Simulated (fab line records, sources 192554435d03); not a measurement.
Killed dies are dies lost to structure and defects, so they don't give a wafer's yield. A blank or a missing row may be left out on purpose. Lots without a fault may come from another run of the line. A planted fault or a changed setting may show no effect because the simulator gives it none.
Chamber matching | flow n5_finfet | N5_BEOL_M6_ETCH_62 on rie_diel-06: 4 sister chambers
The step etches SOC in N2/H2, target depth 110 nm, overetch 22 nm, time 165 s. 4 wafers are shown with their chamber, then 12 later ones without.

WAFERS WITH THEIR CHAMBER
wafer  | chamber | showerhead_plenum_p_Torr (Torr)
L089.2 | 3       | 2.47
L090.1 | 1       | 2.54
L090.2 | 2       | 2.45
L090.3 | 0       | 2.62

WAFERS WITHOUT THEIR CHAMBER
wafer  | showerhead_plenum_p_Torr (Torr)
L090.4 | 2.47
L090.5 | 2.62
L090.6 | 2.54
L091.3 | 2.45
L091.4 | 2.46
L091.6 | 2.47
L094.2 | 2.45
L094.3 | 2.46
L094.4 | 2.62
L097.1 | 2.44
L097.3 | 2.62
L097.5 | 2.61

WHICH CHAMBER EACH WENT THROUGH
wafer  | from the rows above     | in truth
L090.4 | 3                       | 3
L090.5 | 0                       | 0
L090.6 | 1                       | 1
L091.3 | 2                       | 2
L091.4 | can't be placed: 2 or 3 | 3
L091.6 | 3                       | 3
L094.2 | 2                       | 2
L094.3 | can't be placed: 2 or 3 | 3
L094.4 | 0                       | 0
L097.1 | 2                       | 2
L097.3 | 0                       | 0
L097.5 | 0                       | 0
Placed correctly: 10 of 12. Can't be placed from these rows: 2 (the true chamber is among the candidates in 2). Placed wrongly: 0.
How it was worked out, from the rows above alone: a wafer's distance from a chamber is the root of the sum, over the readings, of the square of ((its reading less the chamber's mean) divided by the reading's scatter). The wafer belongs to the nearest chamber; if the next one is less than 2 further off, it can't be placed. A chamber's mean is the mean of its shown wafers. The scatter: with one shown wafer a chamber, the root of the mean of the squares of how far each hidden wafer lies from its nearest shown one.
